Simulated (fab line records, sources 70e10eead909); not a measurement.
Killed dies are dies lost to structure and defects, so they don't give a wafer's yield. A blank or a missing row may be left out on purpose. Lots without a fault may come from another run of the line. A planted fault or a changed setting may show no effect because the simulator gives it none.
Chamber matching | flow nand_harc | NHARC_P_GATE_DESCUM_93 on rie_diel-01: 4 sister chambers
The step chemistry O2, time 3 s. 4 wafers are shown with their chamber, then 10 later ones without.

WAFERS WITH THEIR CHAMBER
wafer  | chamber | showerhead_plenum_p_Torr (Torr)
L092.1 | 2       | 1.88
L092.4 | 3       | 1.90
L093.2 | 0       | 1.77
L093.4 | 1       | 1.82

WAFERS WITHOUT THEIR CHAMBER
wafer  | showerhead_plenum_p_Torr (Torr)
L093.5 | 1.89
L096.1 | 1.77
L096.3 | 1.82
L096.5 | 1.77
L094.3 | 1.77
L094.4 | 1.89
L094.5 | 1.82
L097.1 | 1.88
L097.2 | 1.77
L097.5 | 1.77

WHICH CHAMBER EACH WENT THROUGH
wafer  | from the rows above     | in truth
L093.5 | can't be placed: 2 or 3 | 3
L096.1 | 0                       | 0
L096.3 | 1                       | 1
L096.5 | 0                       | 0
L094.3 | 0                       | 0
L094.4 | can't be placed: 2 or 3 | 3
L094.5 | 1                       | 1
L097.1 | 2                       | 2
L097.2 | 0                       | 0
L097.5 | 0                       | 0
Placed correctly: 8 of 10. Can't be placed from these rows: 2 (the true chamber is among the candidates in 2). Placed wrongly: 0.
How it was worked out, from the rows above alone: a wafer's distance from a chamber is the root of the sum, over the readings, of the square of ((its reading less the chamber's mean) divided by the reading's scatter). The wafer belongs to the nearest chamber; if the next one is less than 2 further off, it can't be placed. A chamber's mean is the mean of its shown wafers. The scatter: with one shown wafer a chamber, the root of the mean of the squares of how far each hidden wafer lies from its nearest shown one.
